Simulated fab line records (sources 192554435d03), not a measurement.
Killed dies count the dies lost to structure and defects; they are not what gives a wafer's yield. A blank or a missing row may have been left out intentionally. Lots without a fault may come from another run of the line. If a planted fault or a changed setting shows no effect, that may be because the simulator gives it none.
Chamber matching ; flow n5-finfet ; N5_BEOL_M9_DEP_56 on pecvd-04: 3 sister chambers
The step deposits SiCN from 3MS/NH3, target thk 15 nm, time 26.5 s. 14 wafers are shown with their chamber, then 7 later ones without.

## EACH WAFER AND ITS CHAMBER
wafer;chamber;throttle-valve-pct (%);showerhead-plenum-p-Torr (Torr)
L079.1;2;8.4;3.656
L079.3;1;8.8;3.660
L079.5;0;10.1;3.668
L084.2;1;8.8;3.666
L084.4;1;8.8;3.659
L084.5;0;10.1;3.671
L089.2;0;10.3;3.673
L089.3;1;8.7;3.670
L089.5;1;8.6;3.667
L088.1;2;9.0;3.657
L088.2;1;8.3;3.661
L088.4;0;10.1;3.676
L090.2;2;9.1;3.657
L090.3;0;9.7;3.674

SIGNATURES (averages over the wafers above)
reading;chamber 0;chamber 1;chamber 2;scatter within a chamber
throttle-valve-pct;10.060;8.667;8.833;0.247
showerhead-plenum-p-Torr;3.67240;3.66383;3.65667;0.00353
Rule: for a wafer and a chamber, the distance is found by dividing, reading by reading, the gap between the wafer's reading and the chamber's mean by the reading's scatter, squaring, summing and taking the root. If the next closest chamber is less than 2 further off than the closest, the wafer can't be placed; otherwise it belongs to the closest. How the scatter is found: for the shown wafers, subtract from each reading the mean of its chamber, square and add these, divide the total by (wafers less chambers), then take the root.

## WAFERS WITH NO CHAMBER GIVEN
wafer;throttle-valve-pct (%);showerhead-plenum-p-Torr (Torr)
L090.6;8.9;3.657
L097.1;8.7;3.668
L097.2;10.2;3.681
L097.5;8.8;3.671
L095.4;8.9;3.663
L095.5;8.7;3.660
L095.6;10.0;3.671

## CHAMBER TAKEN BY EACH
wafer;from the rows above;in truth
L090.6;can't be placed: 2 or 1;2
L097.1;1;1
L097.2;0;0
L097.5;can't be placed: 1 or 2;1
L095.4;can't be placed: 1 or 2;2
L095.5;can't be placed: 2 or 1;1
L095.6;0;0
Correctly placed: 3 of 7. Cannot be placed on the basis of these rows: 4; the candidates contain the true chamber in 4. Number placed wrongly: 0.
